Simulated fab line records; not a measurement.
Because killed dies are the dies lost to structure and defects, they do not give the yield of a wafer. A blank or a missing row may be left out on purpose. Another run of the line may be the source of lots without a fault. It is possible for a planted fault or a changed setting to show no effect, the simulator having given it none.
The same fault as seen by 3 desks	flow n5 finfet	each desk has only its own numbers; what lay behind them comes last

AT THE TOOL OWNER'S DESK: cmp-03
The tool's own readings at N5_BEOL_M14_CMP_49 (polishes, stops on SiO2, t overpolish 5.2 s, target thk 560 nm): means of the sampled wafers that have a number, for each lot that ran on this tool. A lot is out of limits, marked OUT, if its mean lies more than 4 standard deviations from the usual mean; the brackets give that distance.
Columns: A = barrier field endpoint s at N5_BEOL_M14_CMP_49, usual 11.21 s; B = motor current A at N5_BEOL_M14_CMP_49, usual 8.0 A; C = overpolish run s at N5_BEOL_M14_CMP_49, usual 5.200 s; D = time to endpoint s at N5_BEOL_M14_CMP_49, usual 119 s
lot	first seen here	A	B	C	D
L415	day 11 19:19	11.06	8.8	5.194	117
L419	day 13 21:17	11.14	9.1	5.188	120
L424	day 14 09:03	11.37	7.0	5.180	122
L423	day 14 09:58	17.32 (+22) OUT	8.9	3.854 (-99 or more) OUT	138 (+4.1) OUT
L426	day 14 18:58	22.35 (+40) OUT	7.3	3.650 (-99 or more) OUT	159 (+8.9) OUT
L428	day 15 06:17	17.34 (+22) OUT	8.2	3.998 (-99 or more) OUT	138 (+4.2) OUT
This desk's finding: out of limits on L423, L426, L428; first on L423, day 14 09:58 (barrier field endpoint s at N5_BEOL_M14_CMP_49). In limits: L415, L419, L424.

THE METROLOGY DESK
What the gauges read, lot by lot, whatever tool the lot ran on: means of the sampled wafers that have a number. A lot is out of limits, marked OUT, if its mean lies more than 4 standard deviations from the usual mean; the brackets give that distance. 7 of its 11 readings are shown: the first one out of limits and those lying furthest out on some lot.
Columns: A = DIBL_N at N5_BEOL_M4_RC_MEAS_101, usual 35.8 mV/V; B = DIBL_P at N5_BEOL_M4_RC_MEAS_101, usual 35.9 mV/V; C = IOFF_N at N5_BEOL_M4_RC_MEAS_101, usual 0.152 nA/um; D = SS_N at N5_BEOL_M4_RC_MEAS_101, usual 71.5 mV/dec; E = VT_N at N5_BEOL_M4_RC_MEAS_101, usual 250 mV; F = VT_P at N5_BEOL_M4_RC_MEAS_101, usual -250 mV; G = M14_THK at N5_BEOL_M14_THK_MEAS_50, usual 540 nm
lot	first seen here	A	B	C	D	E	F	G
L415	day 8 10:56	37.2	36.5	0.162	71.7	248	-247	538
L420	day 9 17:10	36.5	36.0	0.134	71.6	254	-256	538
L419	day 10 03:01	37.1	38.5	0.163	71.0	252	-253	532
L423	day 10 23:41	37.8	35.0	0.150	72.2	254	-250	782 (+27) OUT
L424	day 11 00:23	36.2	34.9	0.159	71.5	250	-247	538
L426	day 11 04:14	34.4	33.6	0.121	71.4	252	-252	992 (+50) OUT
L428	day 11 21:38	37.0	38.2	0.173	71.9	248	-250	762 (+24) OUT
L434	day 13 12:31	34.0	34.5	0.138	71.5	253	-251	540
L435	day 13 15:20	35.8	35.5	0.148	71.5	249	-248	543
L436	day 14 09:00	35.3	35.3	0.144	71.6	254	-252	540
Finding of this desk: L423, L426, L428 out of limits, first seen on L423 at day 14 10:09 (M14_THK at N5_BEOL_M14_THK_MEAS_50). In limits: L415, L420, L419, L424, L434, L435, L436.

THE DEFECT DESK
What the inspections along the route counted, lot by lot: means of the sampled wafers that have a number. A lot is out of limits, marked OUT, if its mean lies more than 4 standard deviations from the usual mean; the brackets give that distance.
Columns: A = raw defect count at N5_BEOL_M14_INSPECT_55, usual 70
lot	first seen here	A
L415	day 11 19:48	42
L420	day 13 02:49	72
L419	day 13 21:35	64
L424	day 14 09:28	62
L423	day 14 10:18	3253 (+99 or more) OUT
L426	day 14 19:19	6521 (+99 or more) OUT
L428	day 15 06:44	3249 (+99 or more) OUT
L434	day 16 13:50	76
L435	day 17 02:44	86
L436	day 18 03:17	114
This desk's finding: out of limits on L423, L426, L428; first on L423, day 14 10:18 (raw defect count at N5_BEOL_M14_INSPECT_55). In limits: L415, L420, L419, L424, L434, L435, L436.

ALL TOGETHER
The tool owner's desk had the chance to raise an alarm at day 14 09:58 on L423, L426, L428.
At day 14 10:09 the metrology desk could have sounded an alarm, on L423, L426, L428.
The defect desk could have raised an alarm at day 14 10:18, on L423, L426, L428.
Every lot named ran N5_BEOL_M14_CMP_49 on cmp-03.

WHAT THE SIMULATOR PUT IN
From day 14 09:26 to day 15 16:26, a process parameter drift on cmp-03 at N5_BEOL_M14_CMP_49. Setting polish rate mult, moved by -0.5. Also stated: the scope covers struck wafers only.
Struck lots among those shown: L423, L426, L428.
Hours from the fault's start to each desk's first reading out of limits: the tool owner's desk, 1; the metrology desk, 1; the defect desk, 1.
